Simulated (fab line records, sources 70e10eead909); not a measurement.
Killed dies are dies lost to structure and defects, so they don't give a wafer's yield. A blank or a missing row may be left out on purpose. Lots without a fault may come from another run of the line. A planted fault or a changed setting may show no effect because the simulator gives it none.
Tool commonality check | flow nand_harc | 12 lots, 36 wafers sampled

WHY IT WAS OPENED
At NHARC_A_SOURCE_PLATE_THK_MEAS_09 the reading thk_nm is flagged on 2 of 12 lots. Wafers without a fault read 9.6 nm, standard deviation 1.1.
Rule: a lot is flagged when every wafer of it that has a number lies more than 4 standard deviations from that mean, or none has a number. The other lots count as sound.

lot  | measured     | on            | thk_nm (nm), wafer by wafer | flag
L919 | day 7 10:36  | film_metro-01 | 8.5 10.4 11.0               |
L920 | day 7 14:27  | film_metro-02 | 11.0 10.6 10.2              |
L923 | day 8 16:01  | film_metro-01 | 8.9 10.2 10.9               |
L925 | day 9 20:20  | film_metro-02 | 11.6 9.5 8.9                |
L926 | day 10 04:40 | film_metro-02 | 8.2 10.0 9.1                |
L927 | day 10 14:06 | film_metro-02 | 9.0 9.8 10.5                |
L928 | day 11 08:08 | film_metro-01 | 9.6 9.6 11.5                |
L929 | day 11 22:53 | film_metro-01 | 16.7 15.5 16.5              | FLAGGED
L931 | day 12 04:25 | film_metro-02 | 15.6 15.9 15.1              | FLAGGED
L939 | day 15 17:50 | film_metro-02 | 10.0 8.2 10.1               |
L941 | day 16 05:29 | film_metro-02 | 8.5 8.6 9.1                 |
L942 | day 16 23:51 | film_metro-01 | 9.4 10.1 10.0               |
The numbers of the flagged lots are 15.9 nm on average: +6.3 nm against the usual, or +6 standard deviations.

WHICH TOOL RAN EACH LOT
The record holds 4 process steps before the reading, out of a route of 1302 steps. In each cell: the tool, then ch and the chambers that the sampled wafers went through, then the start.
lot  | flag    | NHARC_P_BONDPAD_DEGAS_25     | NHARC_P_BONDPAD_PVD_27                  | NHARC_A_ZERO_WELL_ETCH_19          | NHARC_A_SOURCE_PLATE_OXIDE_02
L919 |         | pvd_sputter-01, day 6 23:18  | pvd_sputter-01, day 7 02:29 or earlier  | rie_diel-07 ch 1,3, day 7 02:29    | furnace-01 ch 0, day 7 06:31
L920 |         | pvd_sputter-01, day 7 02:02  | pvd_sputter-01, day 7 05:13 or earlier  | rie_diel-06 ch 0,1,2, day 7 05:13  | furnace-05 ch 0, day 7 10:21
L923 |         | pvd_sputter-02, day 8 04:21  | pvd_sputter-02, day 8 07:31 or earlier  | rie_diel-06 ch 0,2,3, day 8 07:31  | furnace-03 ch 0, day 8 11:58
L925 |         | pvd_sputter-01, day 9 07:11  | pvd_sputter-01, day 9 10:13 or earlier  | rie_diel-06 ch 0,1,2, day 9 10:13  | furnace-03 ch 0, day 9 16:18
L926 |         | pvd_sputter-03, day 9 15:14  | pvd_sputter-03, day 9 18:26 or earlier  | rie_diel-07 ch 0,2,3, day 9 18:26  | furnace-03 ch 0, day 10 00:38
L927 |         | pvd_sputter-03, day 10 02:20 | pvd_sputter-03, day 10 05:24 or earlier | rie_diel-06 ch 0,3, day 10 05:24   | furnace-03 ch 0, day 10 10:03
L928 |         | pvd_sputter-01, day 10 20:23 | pvd_sputter-01, day 10 23:35 or earlier | rie_diel-07 ch 0,1,2, day 10 23:35 | furnace-03 ch 0, day 11 04:07
L929 | FLAGGED | pvd_sputter-03, day 11 02:14 | pvd_sputter-03, day 11 05:18 or earlier | rie_diel-06 ch 0,1,3, day 11 05:18 | furnace-01 ch 0, day 11 11:41 and furnace-05 ch 0, day 11 18:30
L931 | FLAGGED | pvd_sputter-01, day 11 12:32 | pvd_sputter-01, day 11 15:36 or earlier | rie_diel-06 ch 0,2,3, day 11 15:36 | furnace-03 ch 0, day 11 20:04
L939 |         | pvd_sputter-01, day 15 06:12 | pvd_sputter-01, day 15 09:25 or earlier | rie_diel-04 ch 0,1, day 15 09:25   | furnace-05 ch 0, day 15 13:46
L941 |         | pvd_sputter-01, day 15 17:44 | pvd_sputter-01, day 15 20:59 or earlier | rie_diel-06 ch 0,1,3, day 15 20:59 | furnace-03 ch 0, day 16 01:27
L942 |         | pvd_sputter-01, day 16 12:46 | pvd_sputter-01, day 16 15:51 or earlier | rie_diel-07 ch 2,3, day 16 15:51   | furnace-03 ch 0, day 16 19:49
What these steps do:
- NHARC_P_BONDPAD_DEGAS_25: time 60 s.
- NHARC_P_BONDPAD_PVD_27: deposits Cu, target thk 30 nm, time 20.49 s.
- NHARC_A_ZERO_WELL_ETCH_19: etches the open film in N2/H2, target depth 80 nm, overetch 24 nm, time 87.88 s.
- NHARC_A_SOURCE_PLATE_OXIDE_02: material SiO2, target thk 10 nm, ox time 1362 s.
- NHARC_A_SOURCE_PLATE_THK_MEAS_09: measures by ellipsometry.

FLAGGED OVER TOTAL, TOOL BY TOOL (the gauges that took the reading come last)
step                             | tool           | lots run | flagged | share of the flagged lots | sound lots run after its first flagged lot
NHARC_P_BONDPAD_DEGAS_25         | pvd_sputter-01 | 8        | 1       | some                      | 3 (L939,L941,L942)
NHARC_P_BONDPAD_DEGAS_25         | pvd_sputter-02 | 1        | 0       | none                      | -
NHARC_P_BONDPAD_DEGAS_25         | pvd_sputter-03 | 3        | 1       | some                      | 0
NHARC_P_BONDPAD_PVD_27           | pvd_sputter-01 | 8        | 1       | some                      | 3 (L939,L941,L942)
NHARC_P_BONDPAD_PVD_27           | pvd_sputter-02 | 1        | 0       | none                      | -
NHARC_P_BONDPAD_PVD_27           | pvd_sputter-03 | 3        | 1       | some                      | 0
NHARC_A_ZERO_WELL_ETCH_19        | rie_diel-04    | 1        | 0       | none                      | -
NHARC_A_ZERO_WELL_ETCH_19        | rie_diel-06    | 7        | 2       | all                       | 1 (L941)
NHARC_A_ZERO_WELL_ETCH_19        | rie_diel-07    | 4        | 0       | none                      | -
NHARC_A_SOURCE_PLATE_OXIDE_02    | furnace-01     | 2        | 1       | some                      | 0
NHARC_A_SOURCE_PLATE_OXIDE_02    | furnace-03     | 8        | 1       | some                      | 2 (L941,L942)
NHARC_A_SOURCE_PLATE_OXIDE_02    | furnace-05     | 3        | 1       | some                      | 1 (L939)
NHARC_A_SOURCE_PLATE_THK_MEAS_09 | film_metro-01  | 5        | 1       | some                      | 1 (L942)
NHARC_A_SOURCE_PLATE_THK_MEAS_09 | film_metro-02  | 7        | 1       | some                      | 2 (L939,L941)
NHARC_P_BONDPAD_PVD_27 gives no start for some lots, so the hours and the order of its lots are those of NHARC_A_ZERO_WELL_ETCH_19.

WHAT THE TABLE ALLOWS
1 row of the table ran every flagged lot: rie_diel-06 at NHARC_A_ZERO_WELL_ETCH_19.
- rie_diel-06 at NHARC_A_ZERO_WELL_ETCH_19: 2 of its 7 lots flagged. Sound lots ran on it after the first flagged one (L941), which a lasting fault on the whole tool wouldn't allow.
No row of the table ran every flagged lot and no sound lot after the first.

WHAT THE SIMULATOR HAD PUT IN
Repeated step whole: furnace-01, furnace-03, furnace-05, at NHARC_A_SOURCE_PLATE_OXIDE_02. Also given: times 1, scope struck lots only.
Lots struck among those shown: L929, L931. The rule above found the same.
